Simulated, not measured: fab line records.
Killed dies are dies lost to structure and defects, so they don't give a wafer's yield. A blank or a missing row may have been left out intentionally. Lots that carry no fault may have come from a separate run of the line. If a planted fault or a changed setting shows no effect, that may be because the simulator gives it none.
fab line records	flow n5-finfet
record lots=11	wafers=30	last-day=19
route steps=1938 shown BEOL_M14@1757 BEOL_M15@1774 PASSIVATION@1936
lots with no fault: from the same line, run without faults
start-h: hours from the record's opening day to when the first of the lot's shown wafers began	wait-h: hours from the lot's prior step to this one	" the same as in the row above	L1.1+2: a single row standing in for several wafers	- either no value or no given start	* or withheld: withheld	< > ~ a bound
route shown NAME@n: a module of which the file shows steps, and the number in the route of the first	usual: the fault-free wafers' mean and standard deviation	same: alike in all rows	chamber/n: place in a boat	sites: each site's reading	_std_site: the standard deviation of these	_edge_site: the outer-site mean with the inner-site mean subtracted	radius-mm: for every site, how far away it sits from the centre of the wafer	mask NAME#n: copy n	behind: the last tool/chamber to shape the wafer	hold: the reason the lot was held/the length of the hold in hours/how it ended	device: transistor that didn't switch, given as n, p or np	end of line: the tests these same wafers got at the end of their route	a step without rows: its recipe alone	killed: dies that structure and defects cost at the first sort, which is not the same as the wafer's yield	map: shows each die of a wafer: x if killed, . if not, _ if none is there
set.NAME: the run value of the setting; set.NAME@STEP: its run value at that earlier step	model.NAME: the simulator's own value behind a step, which no gauge read
one table for each step of the route and one row for each wafer, over a sample of lots
services: when a tool's chamber went out of use (start-h, in hours from the record's first day, below 0 if earlier), for how many hours, and the reason
## steps
# step N5_BEOL_M14_ETCH_38
# recipe chemistry=CF4/N2	target=SiCN	target-depth-a=1065	taper-deg=2	time-s=120.6	ion-energy-ev=150	mask-material=SiO2	pressure-mtorr=40	source-w=430	bias-w=70	Ar_flow_sccm=100	cf4-flow-sccm=60	n2-flow-sccm=60
# usual cf4-flow-sccm=60.00/0.18	drypump-motor-current-A=5.9/0.43	oes-product-au=0.78/0.094	rf-vpp-V=382.2/1.8	showerhead-plenum-p-Torr=2.21/0.063	throttle-valve-pct=15.51/0.16
lot.wafer	tool	chamber	start-h	wait-h	cf4-flow-sccm	drypump-motor-current-A	oes-product-au	rf-hours-counter-h	rf-vpp-V	showerhead-plenum-p-Torr	throttle-valve-pct
L799.2	rie-diel-06	1	-	-	60.08	6.5	0.93	7	381.5	2.26	15.30
L799.4	"	2	"	"	60.18	5.4	0.70	222	382.6	2.18	15.48
L799.5	"	0	"	"	59.87	5.7	0.76	-	385.7	2.31	15.56
L803.1	rie-diel-01	1	-	-	59.90	6.0	0.68	208	379.1	2.09	15.52
L803.2	"	3	"	"	59.90	6.1	1.04	1	381.7	2.17	15.31
L803.6	"	2	"	"	60.20	6.2	0.86	-	383.5	2.24	15.55
L802.2	rie-diel-06	1	-	-	60.15	6.5	0.91	13	383.9	2.25	15.30
L802.3	"	0	"	"	59.96	5.8	0.77	156	385.2	2.30	15.56
L802.4	"	2	"	"	60.31	5.4	0.68	229	383.0	2.18	15.52
L804.3	rie-diel-01	1	-	-	60.02	5.9	0.67	213	378.1	2.09	15.54
L804.4	"	0	"	"	59.78	6.5	0.71	184	384.9	2.28	15.63
L804.6	"	1	"	"	59.87	5.9	0.67	-	380.0	2.09	15.52
L809.3	rie-diel-06	0	-	-	60.28	5.8	0.75	168	384.3	2.30	15.60
L809.6	"	0	"	"	60.01	5.7	0.74	-	385.7	2.30	15.59
L810.1	rie-diel-06	0	-	-	59.72	5.7	0.75	171	385.7	2.30	15.60
L810.2	"	1	"	"	59.65	6.5	0.88	28	383.4	2.25	15.34
L810.6	"	0	"	"	59.82	5.7	0.75	-	384.2	2.30	15.61
L816.1	rie-diel-06	2	-	-	59.93	5.4	1.00	0	380.6	2.17	15.08
L816.4	"	0	"	"	60.09	5.7	0.74	186	383.8	2.29	15.64
L815.1	rie-diel-01	3	-	-	60.04	6.1	0.92	26	381.0	2.16	15.36
L815.4	"	3	"	"	60.11	6.1	0.93	-	381.8	2.16	15.35
L815.6	"	2	"	"	60.18	6.2	0.81	-	382.9	2.23	15.61
L818.1	rie-diel-01	0	-	-	60.06	6.4	0.71	204	384.8	2.27	15.65
L818.4	"	1	"	"	59.98	5.9	0.65	242	379.0	2.08	15.59
L818.5	"	2	"	"	59.98	6.2	0.82	-	380.9	2.23	15.63
L822.1	rie-diel-01	3	-	-	59.81	6.1	0.91	38	381.3	2.15	15.40
L822.2	"	2	"	"	60.07	6.2	0.80	112	381.8	2.22	15.63
L822.5	"	3	"	"	60.31	6.1	0.91	-	380.7	2.15	15.40
L821.4	rie-diel-06	3	-	-	59.86	5.3	0.74	-	380.7	2.22	15.57
L821.5	"	0	"	"	60.17	5.7	0.72	-	383.9	2.28	15.70
# step N5_BEOL_M14_SPUTTER_43
# recipe material=TaN	target-thk-a=150	temp-c=50	bias-v=168.6	power-w=15000	chamber-pressure-pa=0.12	time-s=24.19
# usual bias-v=168.4/1.5	throttle-valve-pct=30.2/0.94
lot.wafer	tool	chamber	start-h	wait-h	bias-v	throttle-valve-pct
L799.2	pvd-sputter-02	-	262.45	0.0	166.2	29.7
L799.4	"	-	"	"	167.5	29.9
L799.5	"	-	"	"	166.9	30.6
L803.1	pvd-sputter-02	-	280.67	0.0	168.5	29.8
L803.2	"	-	"	"	169.1	29.6
L803.6	"	-	"	"	167.1	29.6
L802.2	pvd-sputter-03	-	280.85	0.0	168.9	30.9
L802.3	"	-	"	"	167.2	31.6
L802.4	"	-	"	"	168.1	30.6
L804.3	pvd-sputter-02	-	295.28	0.0	168.5	29.6
L804.4	"	-	"	"	168.2	29.6
L804.6	"	-	"	"	168.6	29.8
L809.3	pvd-sputter-01	-	315.13	0.0	168.6	30.1
L809.6	"	-	"	"	169.3	30.3
L810.1	pvd-sputter-01	-	320.02	0.0	169.3	28.5
L810.2	"	-	"	"	167.4	29.6
L810.6	"	-	"	"	170.7	28.3
L816.1	pvd-sputter-01	-	358.68	0.0	169.3	28.2
L816.4	"	-	"	"	167.5	30.4
L815.1	pvd-sputter-01	-	361.46	0.0	167.4	28.3
L815.4	"	-	"	"	171.4	29.4
L815.6	"	-	"	"	167.1	30.2
L818.1	pvd-sputter-02	-	372.78	0.0	165.7	29.6
L818.4	"	-	"	"	169.0	29.9
L818.5	"	-	"	"	165.8	30.9
L822.1	pvd-sputter-03	-	400.09	0.0	170.2	32.0
L822.2	"	-	"	"	169.2	30.7
L822.5	"	-	"	"	169.9	32.1
L821.4	pvd-sputter-02	-	423.68	0.0	167.7	30.9
L821.5	"	-	"	"	165.5	29.6
# step N5_BEOL_M14_PRE_CLEAN_52
# recipe gas=NH3	time-s=15	temp-c=withheld	rf-power-w=300
lot.wafer	tool	chamber	start-h	wait-h
L799.2+4+5	pecvd-03	1,1,2	263.56	0.0
L803.1+2+6	pecvd-01	0,1,1	281.77	0.0
L802.2+3+4	pecvd-03	1,2,1	281.94	0.0
L804.3+4+6	pecvd-03	1,2,0	296.37	0.0
L809.3+6	pecvd-03	2	316.23	0.0
L810.1+2+6	pecvd-03	0,2,1	321.11	0.0
L816.1+4	pecvd-01	0	360.05	0.0
L815.1+4+6	pecvd-04	0,1,2	362.56	0.0
L818.1+4+5	pecvd-01	0,1,0	373.88	0.0
L822.1+2+5	pecvd-03	2,0,2	401.37	0.0
L821.4+5	pecvd-03	0,2	424.78	0.0
# step N5_BEOL_M14_INSPECT_55
# recipe inspect-instrument=darkfield	mode=post-dep
# usual raw-defect-count=73/24
lot.wafer	tool	chamber	start-h	wait-h	raw-defect-count
L799.2	defect-inspect-02	-	263.69	0.0	49
L799.4	"	-	"	"	50
L799.5	"	-	"	"	67
L803.1	defect-inspect-02	-	281.88	0.0	79
L803.2	"	-	"	"	91
L803.6	"	-	"	"	68
L802.2	defect-inspect-02	-	282.06	0.0	60
L802.3	"	-	"	"	77
L802.4	"	-	"	"	67
L804.3	defect-inspect-02	-	296.49	0.0	62
L804.4	"	-	"	"	75
L804.6	"	-	"	"	72
L809.3	defect-inspect-01	-	316.35	0.0	853
L809.6	"	-	"	"	818
L810.1	defect-inspect-02	-	321.23	0.0	869
L810.2	"	-	"	"	928
L810.6	"	-	"	"	952
L816.1	defect-inspect-01	-	360.16	0.0	102
L816.4	"	-	"	"	69
L815.1	defect-inspect-02	-	362.68	0.0	114
L815.4	"	-	"	"	98
L815.6	"	-	"	"	74
L818.1	defect-inspect-01	-	374.00	0.0	68
L818.4	"	-	"	"	93
L818.5	"	-	"	"	134
L822.1	defect-inspect-01	-	401.52	0.0	110
L822.2	"	-	"	"	80
L822.5	"	-	"	"	61
L821.4	defect-inspect-02	-	424.89	0.0	68
L821.5	"	-	"	"	75
# step N5_BEOL_M15_THK_MEAS_01
# recipe reads=SiO2_of_BEOL_M15_ILD_DEP_00
# usual M15_ILD_THK=1629/21
lot.wafer	tool	chamber	start-h	wait-h	M15_ILD_THK[nm]
L799.2	film-metro-01	-	263.98	0.1	1619
L799.4	"	-	"	"	1634
L799.5	"	-	"	"	1621
L803.1	film-metro-01	-	282.17	0.1	1604
L803.2	"	-	"	"	1628
L803.6	"	-	"	"	1663
L802.2	film-metro-02	-	282.35	0.1	1608
L802.3	"	-	"	"	1628
L802.4	"	-	"	"	1620
L804.3	film-metro-01	-	296.78	0.1	1601
L804.4	"	-	"	"	1607
L804.6	"	-	"	"	1643
L809.3	film-metro-02	-	316.63	0.1	1635
L809.6	"	-	"	"	1676
L810.1	film-metro-02	-	321.52	0.1	1617
L810.2	"	-	"	"	1593
L810.6	"	-	"	"	1661
L816.1	film-metro-02	-	360.45	0.1	1591
L816.4	"	-	"	"	1649
L815.1	film-metro-02	-	362.96	0.1	1595
L815.4	"	-	"	"	1633
L815.6	"	-	"	"	1662
L818.1	film-metro-02	-	374.28	0.1	1601
L818.4	"	-	"	"	1636
L818.5	"	-	"	"	1629
L822.1	film-metro-02	-	401.91	0.2	1633
L822.2	"	-	"	"	1609
L822.5	"	-	"	"	1670
L821.4	film-metro-02	-	425.39	0.3	1641
L821.5	"	-	"	"	1652
# step N5_PASSIVATION_PROBE_49
# usual defect-limited-yield=91.5/1.7	killed_at_M0_to_M3=33/11	killed_at_M4_up=13/5.2	killed-at-contacts=11/5.7	killed-at-front-end=39/11	killed-at-other=4/3	killed-dies=101/20	killed-on-rim=13/4.1	killed-open=66/15	killed-short=33/8.4	sort_bin_4_leakage=0.01/0.073	sort_bin_5_function=5.0/1.1	sort_bin_6_memory=3.2/0.69	sort_bin_8_speed=0.1/0.52	sort-n-pass=1078/20	sort-yield-pct=91.4/1.7
# same gross-dies=1180	killed-at-back-side=0
lot.wafer	tool	chamber	start-h	wait-h	defect-limited-yield[%]	killed_at_M0_to_M3	killed_at_M4_up	killed-at-contacts	killed-at-front-end	killed-at-other	killed-dies	killed-on-rim	killed-open	killed-short	sort_bin_4_leakage[%]	sort_bin_5_function[%]	sort_bin_6_memory[%]	sort_bin_8_speed[%]	sort-n-pass	sort-yield-pct[%]
L799.2	prober-02	-	288.10	0.1	92.0	31	23	7	32	1	94	8	63	28	0	5.3	2.1	0	1086	92.0
L799.4	prober-02	-	288.20	0.2	91.2	38	14	4	43	5	104	17	67	34	0	5.4	3.1	0	1076	91.2
L799.5	prober-02	-	288.25	0.2	92.3	38	12	4	37	0	91	12	59	30	0	4.3	3.2	0	1089	92.3
L803.1	prober-01	-	300.72	0.0	91.4	33	21	4	42	1	101	7	60	40	0	5.6	2.9	0	1079	91.4
L803.2	prober-01	-	300.77	0.1	92.3	13	14	18	39	7	91	12	56	33	0	4.7	2.8	0.1	1088	92.2
L803.6	prober-01	-	300.97	0.3	92.0	32	12	10	38	2	94	10	56	35	0	5.1	2.6	0	1086	92.0
L802.2	prober-01	-	308.13	0.1	91.4	26	19	13	35	9	102	10	67	35	0	5.0	3.6	0	1078	91.4
L802.3	prober-01	-	308.18	0.1	92.5	28	7	11	31	12	89	7	38	49	0	4.1	3.1	0	1091	92.5
L802.4	prober-01	-	308.23	0.2	90.9	23	15	19	41	9	107	14	65	39	0	5.0	3.5	0	1073	90.9
L804.3	prober-01	-	320.07	0.1	89.6	41	15	10	57	0	123	9	76	44	0	5.7	4.4	0	1057	89.6
L804.4	prober-01	-	320.12	0.2	90.4	23	31	16	41	2	113	16	81	31	0.08	5.6	3.7	0	1066	90.3
L804.6	prober-01	-	320.22	0.3	93.0	32	15	19	15	2	83	16	53	25	0	3.6	3.0	0	1097	93.0
L809.3	prober-01	-	337.42	0.1	83.6	40	131	4	16	3	194	30	59	19	0	9.8	4.2	0.1	986	83.6
L809.6	prober-01	-	337.57	0.3	83.6	33	113	7	38	2	193	29	64	25	0	11.3	3.0	0	987	83.6
L810.1	prober-01	-	342.43	0.0	78.7	40	139	7	57	8	251	29	71	46	0	13.3	4.8	0	929	78.7
L810.2	prober-01	-	342.48	0.1	80.2	47	125	10	52	0	234	38	83	41	0	12.3	4.0	0	946	80.2
L810.6	prober-01	-	342.68	0.3	79.0	19	157	11	57	4	248	19	70	40	0	13.6	5.1	0	932	79.0
L816.1	prober-02	-	382.02	0.0	90.4	38	14	3	56	2	113	16	62	46	0	5.2	3.6	0	1067	90.4
L816.4	prober-02	-	382.17	0.2	91.6	42	13	4	38	2	99	17	63	36	0	5.2	3.1	0	1081	91.6
L815.1	prober-02	-	385.93	0.0	93.2	21	10	8	39	2	80	12	52	28	0	4.6	1.8	0	1100	93.2
L815.4	prober-02	-	386.08	0.2	92.4	26	16	11	33	4	90	17	60	30	0	4.5	3.1	0	1090	92.4
L815.6	prober-02	-	386.18	0.3	91.4	30	13	5	50	3	101	13	69	30	0	4.3	3.9	0	1079	91.4
L818.1	prober-01	-	396.33	0.0	89.8	43	11	11	54	1	120	7	85	32	0	6.4	3.6	0	1060	89.8
L818.4	prober-01	-	396.48	0.2	90.8	31	15	16	43	3	108	14	60	45	0	4.8	3.9	0	1072	90.8
L818.5	prober-01	-	396.53	0.2	89.3	35	15	17	58	1	126	18	90	30	0	6.2	4.2	0	1054	89.3
L822.1	prober-02	-	419.39	0.0	92.9	21	18	9	32	4	84	13	59	20	0	4.7	2.5	0	1096	92.9
L822.2	prober-02	-	419.44	0.1	93.9	25	10	7	27	3	72	14	55	16	0	3.4	2.6	0	1108	93.9
L822.5	prober-02	-	419.59	0.2	89.2	27	23	26	51	0	127	24	86	40	0	6.4	4.2	0	1053	89.2
L821.4	prober-02	-	447.96	0.2	89.9	28	18	16	54	3	119	11	73	41	0	6.5	3.1	0	1061	89.9
L821.5	prober-02	-	448.01	0.2	92.8	23	17	21	22	2	85	6	49	32	0	3.9	3.0	0.1	1094	92.7
# killed by level:class
L799.2 BEOL_M1:geometric-particle:open=11 BEOL_M4:geometric-particle:open=10 FIN_SAQP:geometric-particle:short=7 MOL_CONTACT_COAG:geometric-particle:open=6 STI_FIN_REVEAL:geometric-particle:open=6 FIN_SAQP:geometric-particle:open=4 BEOL_M2:geometric-particle:open=4 BEOL_M3:geometric-particle:open=4
L799.4 BEOL_M1:geometric-particle:open=14 STI_FIN_REVEAL:geometric-particle:open=12 BEOL_M0_SAQP:geometric-particle:open=8 FIN_SAQP:geometric-particle:short=6 BEOL_M0_SAQP:geometric-particle:short=6 DUMMY_GATE:geometric-particle:open=5 STI_FIN_REVEAL:geometric-particle:short=4 BEOL_M4:geometric-particle:open=4
L799.5 STI_FIN_REVEAL:geometric-particle:open=13 BEOL_M1:geometric-particle:open=9 BEOL_M0_SAQP:geometric-particle:open=7 FIN_SAQP:geometric-particle:open=6 FIN_SAQP:geometric-particle:short=6 BEOL_M2:geometric-particle:short=6 BEOL_M3:geometric-particle:open=5 MOL_CONTACT_COAG:geometric-particle:open=4
L803.1 FIN_SAQP:geometric-particle:short=13 BEOL_M0_SAQP:geometric-particle:short=12 BEOL_M0_SAQP:geometric-particle:open=8 BEOL_M4:geometric-particle:open=8 STI_FIN_REVEAL:geometric-particle:open=7 FIN_SAQP:geometric-particle:open=5 BEOL_M3:geometric-particle:open=4 BEOL_M5:geometric-particle:open=4
L803.2 MOL_CONTACT_COAG:geometric-particle:open=13 FIN_SAQP:geometric-particle:short=7 GATE_CUT:geometric-particle:short=6 GATE_CUT:geometric-particle:open=6 MOL_CONTACT_COAG:geometric-particle:short=5 STARTING-WAFER:geometric-particle:short=5 STARTING-WAFER:geometric-particle:open=5 FIN_SAQP:geometric-particle:open=4
L803.6 BEOL_M3:geometric-particle:open=10 FIN_SAQP:geometric-particle:short=8 STI_FIN_REVEAL:geometric-particle:open=8 MOL_CONTACT_COAG:geometric-particle:open=8 FIN_SAQP:geometric-particle:open=5 GATE_CUT:geometric-particle:short=5 BEOL_M1:geometric-particle:short=5 BEOL_M0_SAQP:geometric-particle:short=4
L802.2 BEOL_M0_SAQP:geometric-particle:short=13 MOL_CONTACT_COAG:geometric-particle:open=12 STI_FIN_REVEAL:geometric-particle:open=11 BEOL_M4:geometric-particle:open=8 BEOL_M2:geometric-particle:open=6 DUMMY_GATE:geometric-particle:open=5 ILD0:geometric-particle:open=4 BEOL_M4:geometric-particle:short=4
L802.3 FIN_SAQP:geometric-particle:short=11 MOL_CONTACT_COAG:geometric-particle:open=6 BEOL_M0_SAQP:geometric-particle:short=6 PASS1_CAP:geometric-particle:short=6 BEOL_M0_SAQP:geometric-particle:open=5 FIN_SAQP:geometric-particle:open=4 GATE_CUT:geometric-particle:short=4 MOL_CONTACT_COAG:geometric-particle:short=4
L802.4 MOL_CONTACT_COAG:geometric-particle:open=13 FIN_SAQP:geometric-particle:short=11 BEOL_M3:geometric-particle:open=9 FIN_SAQP:geometric-particle:open=7 BEOL_M4:geometric-particle:open=7 ILD0:geometric-particle:open=5 MOL_CONTACT_COAG:geometric-particle:short=4 BEOL_M0_SAQP:geometric-particle:open=4
L804.3 FIN_SAQP:geometric-particle:open=13 STI_FIN_REVEAL:geometric-particle:open=13 BEOL_M0_SAQP:geometric-particle:short=12 BEOL_M0_SAQP:geometric-particle:open=11 FIN_SAQP:geometric-particle:short=10 GATE_CUT:geometric-particle:short=9 BEOL_M4:geometric-particle:open=8 MOL_CONTACT_COAG:geometric-particle:open=7
L804.4 MOL_CONTACT_COAG:geometric-particle:open=15 BEOL_M4:geometric-particle:open=13 FIN_SAQP:geometric-particle:open=12 BEOL_M4:geometric-particle:short=7 DUMMY_GATE:geometric-particle:open=6 BEOL_M0_SAQP:geometric-particle:open=6 GATE_CUT:geometric-particle:open=5 BEOL_M0_SAQP:geometric-particle:short=5
L804.6 MOL_CONTACT_COAG:geometric-particle:open=16 BEOL_M3:geometric-particle:open=9 BEOL_M1:geometric-particle:open=5 BEOL_M1:geometric-particle:short=5 STI_FIN_REVEAL:geometric-particle:open=4 BEOL_M0_SAQP:geometric-particle:short=4 BEOL_M4:geometric-particle:open=4 GATE_CUT:geometric-particle:short=3
L809.3 BEOL_M14:unspecified=114 BEOL_M0_SAQP:geometric-particle:open=10 BEOL_M2:geometric-particle:open=8 BEOL_M0_SAQP:geometric-particle:short=7 BEOL_M4:geometric-particle:open=7 DUMMY_GATE:geometric-particle:open=5 STI_FIN_REVEAL:geometric-particle:open=4 BEOL_M3:geometric-particle:open=4
L809.6 BEOL_M14:unspecified=102 FIN_SAQP:geometric-particle:open=15 BEOL_M0_SAQP:geometric-particle:open=8 FIN_SAQP:geometric-particle:short=7 BEOL_M0_SAQP:geometric-particle:short=7 BEOL_M2:geometric-particle:open=7 MOL_CONTACT_COAG:geometric-particle:open=5 BEOL_M1:geometric-particle:open=4
L810.1 BEOL_M14:unspecified=133 STI_FIN_REVEAL:geometric-particle:open=26 FIN_SAQP:geometric-particle:short=11 BEOL_M0_SAQP:geometric-particle:short=7 BEOL_M3:geometric-particle:open=7 BEOL_M1:geometric-particle:short=7 BEOL_M2:geometric-particle:open=6 BEOL_M0_SAQP:geometric-particle:open=5
L810.2 BEOL_M14:unspecified=110 FIN_SAQP:geometric-particle:short=16 STI_FIN_REVEAL:geometric-particle:open=14 BEOL_M0_SAQP:geometric-particle:open=13 FIN_SAQP:geometric-particle:open=11 BEOL_M3:geometric-particle:open=11 MOL_CONTACT_COAG:geometric-particle:open=8 BEOL_M0_SAQP:geometric-particle:short=8
L810.6 BEOL_M14:unspecified=136 STI_FIN_REVEAL:geometric-particle:open=25 FIN_SAQP:geometric-particle:short=13 MOL_CONTACT_COAG:geometric-particle:open=10 BEOL_M0_SAQP:geometric-particle:short=10 BEOL_M4:geometric-particle:open=9 FIN_SAQP:geometric-particle:open=8 BEOL_M3:geometric-particle:open=5
L816.1 BEOL_M0_SAQP:geometric-particle:short=17 BEOL_M0_SAQP:geometric-particle:open=12 FIN_SAQP:geometric-particle:open=9 GATE_CUT:geometric-particle:short=9 FIN_SAQP:geometric-particle:short=8 GATE_CUT:geometric-particle:open=8 BEOL_M4:geometric-particle:open=7 STI_FIN_REVEAL:geometric-particle:open=4
L816.4 GATE_CUT:geometric-particle:short=10 BEOL_M0_SAQP:geometric-particle:open=9 BEOL_M1:geometric-particle:open=9 FIN_SAQP:geometric-particle:open=8 BEOL_M0_SAQP:geometric-particle:short=8 BEOL_M2:geometric-particle:open=8 FIN_SAQP:geometric-particle:short=5 GATE_CUT:geometric-particle:open=5
L815.1 FIN_SAQP:geometric-particle:short=11 FIN_SAQP:geometric-particle:open=9 STI_FIN_REVEAL:geometric-particle:open=8 MOL_CONTACT_COAG:geometric-particle:open=7 BEOL_M1:geometric-particle:open=6 BEOL_M0_SAQP:geometric-particle:short=6 BEOL_M4:geometric-particle:open=6 DUMMY_GATE:geometric-particle:open=5
L815.4 STI_FIN_REVEAL:geometric-particle:open=9 MOL_CONTACT_COAG:geometric-particle:open=8 FIN_SAQP:geometric-particle:open=7 FIN_SAQP:geometric-particle:short=6 BEOL_M3:geometric-particle:open=6 BEOL_M2:geometric-particle:open=5 BEOL_M0_SAQP:geometric-particle:open=5 BEOL_M0_SAQP:geometric-particle:short=5
L815.6 FIN_SAQP:geometric-particle:open=14 FIN_SAQP:geometric-particle:short=9 DUMMY_GATE:geometric-particle:open=9 BEOL_M2:geometric-particle:open=8 STI_FIN_REVEAL:geometric-particle:open=7 BEOL_M0_SAQP:geometric-particle:open=5 BEOL_M4:geometric-particle:open=5 BEOL_M5:geometric-particle:open=5
L818.1 BEOL_M2:geometric-particle:open=22 FIN_SAQP:geometric-particle:open=11 FIN_SAQP:geometric-particle:short=9 MOL_CONTACT_COAG:geometric-particle:open=9 STI_FIN_REVEAL:geometric-particle:open=8 BEOL_M3:geometric-particle:open=7 DUMMY_GATE:geometric-particle:open=6 BEOL_M0_SAQP:geometric-particle:open=5
L818.4 MOL_CONTACT_COAG:geometric-particle:open=12 BEOL_M0_SAQP:geometric-particle:short=10 FIN_SAQP:geometric-particle:open=9 FIN_SAQP:geometric-particle:short=7 STI_FIN_REVEAL:geometric-particle:open=6 SPACER0:geometric-particle:short=6 GATE_CUT:geometric-particle:short=5 BEOL_M4:geometric-particle:open=5
L818.5 STI_FIN_REVEAL:geometric-particle:open=17 MOL_CONTACT_COAG:geometric-particle:open=15 FIN_SAQP:geometric-particle:open=11 BEOL_M2:geometric-particle:open=9 BEOL_M0_SAQP:geometric-particle:open=7 BEOL_M3:geometric-particle:open=6 FIN_SAQP:geometric-particle:short=5 BEOL_M0_SAQP:geometric-particle:short=5
L822.1 FIN_SAQP:geometric-particle:open=13 STI_FIN_REVEAL:geometric-particle:open=6 MOL_CONTACT_COAG:geometric-particle:open=6 BEOL_M4:geometric-particle:open=6 BEOL_M8:geometric-particle:open=5 FIN_SAQP:geometric-particle:short=4 BEOL_M0_SAQP:geometric-particle:open=4 BEOL_M0_SAQP:geometric-particle:short=4
L822.2 BEOL_M4:geometric-particle:open=8 FIN_SAQP:geometric-particle:open=7 MOL_CONTACT_COAG:geometric-particle:open=6 BEOL_M0_SAQP:geometric-particle:open=5 BEOL_M1:geometric-particle:open=5 BEOL_M3:geometric-particle:open=5 STI_FIN_REVEAL:geometric-particle:open=4 DUMMY_GATE:geometric-particle:open=4
L822.5 MOL_CONTACT_COAG:geometric-particle:open=21 FIN_SAQP:geometric-particle:open=14 FIN_SAQP:geometric-particle:short=14 BEOL_M5:geometric-particle:open=8 STI_FIN_REVEAL:geometric-particle:open=7 BEOL_M1:geometric-particle:open=7 BEOL_M2:geometric-particle:open=6 MOL_CONTACT_COAG:geometric-particle:short=5
L821.4 FIN_SAQP:geometric-particle:open=17 FIN_SAQP:geometric-particle:short=14 MOL_CONTACT_COAG:geometric-particle:open=14 BEOL_M3:geometric-particle:open=8 BEOL_M0_SAQP:geometric-particle:short=7 STI_FIN_REVEAL:geometric-particle:open=6 DUMMY_GATE:geometric-particle:open=5 BEOL_M0_SAQP:geometric-particle:open=4
L821.5 MOL_CONTACT_COAG:geometric-particle:open=18 BEOL_M0:geometric-particle:short=7 FIN_SAQP:geometric-particle:short=5 FIN_SAQP:geometric-particle:open=4 STARTING-WAFER:geometric-particle:short=4 MOL_CONTACT_COAG:geometric-particle:short=3 BEOL_M0_SAQP:geometric-particle:short=3 BEOL_M3:geometric-particle:open=3
## services
tool	chamber	start-h	hours	kind
rie-diel-01	3	255.63	-	clean
rie-diel-01	3	255.63	-	consumable-replace:focus-ring
rie-diel-01	3	255.63	20.5	scheduled-down
rie-diel-01	3	255.63	20.5	vent-cycle
pecvd-01	-	262.33	14.6	pm
pecvd-03	0	284.83	5.5	scheduled-down
rie-diel-06	3	307.81	6.7	repair
rie-diel-01	3	330.01	15.9	repair
pecvd-03	1	334.05	5.2	repair
rie-diel-06	2	338.04	-	clean
rie-diel-06	2	338.04	-	consumable-replace:focus-ring
rie-diel-06	2	338.04	18.1	scheduled-down
rie-diel-01	0	343.02	22.2	repair
pvd-sputter-01	-	354.49	2.5	repair
rie-diel-06	2	359.48	33.0	repair
pecvd-03	-	369.76	1.0	repair
pecvd-03	-	370.96	1.7	repair
pecvd-03	1	383.67	-	clean
pecvd-03	1	383.67	-	consumable-replace:showerhead
pecvd-03	1	383.67	29.0	scheduled-down
pecvd-03	1	383.67	29.0	vent-cycle
rie-diel-01	3	402.61	1.9	repair
rie-diel-06	3	402.89	5.8	repair
rie-diel-06	2	409.65	23.8	repair
## key
first-sign step=N5_BEOL_M14_INSPECT_55	reading=raw-defect-count	direction=up	sigmas=33	usual=73	struck=884
effect step=N5_PASSIVATION_PROBE_49	reading=killed_at_M4_up	direction=up	sigmas=23	usual=13	struck=133
more-kills-born-at N5_BEOL_M14_PRE_CLEAN_52@pecvd-03=595
met-at N5_BEOL_M14_PRE_CLEAN_52
struck-lots L809,L810
not-acting-at N5_BEOL_M14_ETCH_38,N5_BEOL_M14_SPUTTER_43,N5_BEOL_M15_THK_MEAS_01
onset-between 296.37 316.23
fault kind=chamber-particle-source	tool=pecvd-03	chamber=-	onset-h=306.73	steps=N5_BEOL_M14_PRE_CLEAN_52	rate-per-visit-cm2=1.2267	end-h=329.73
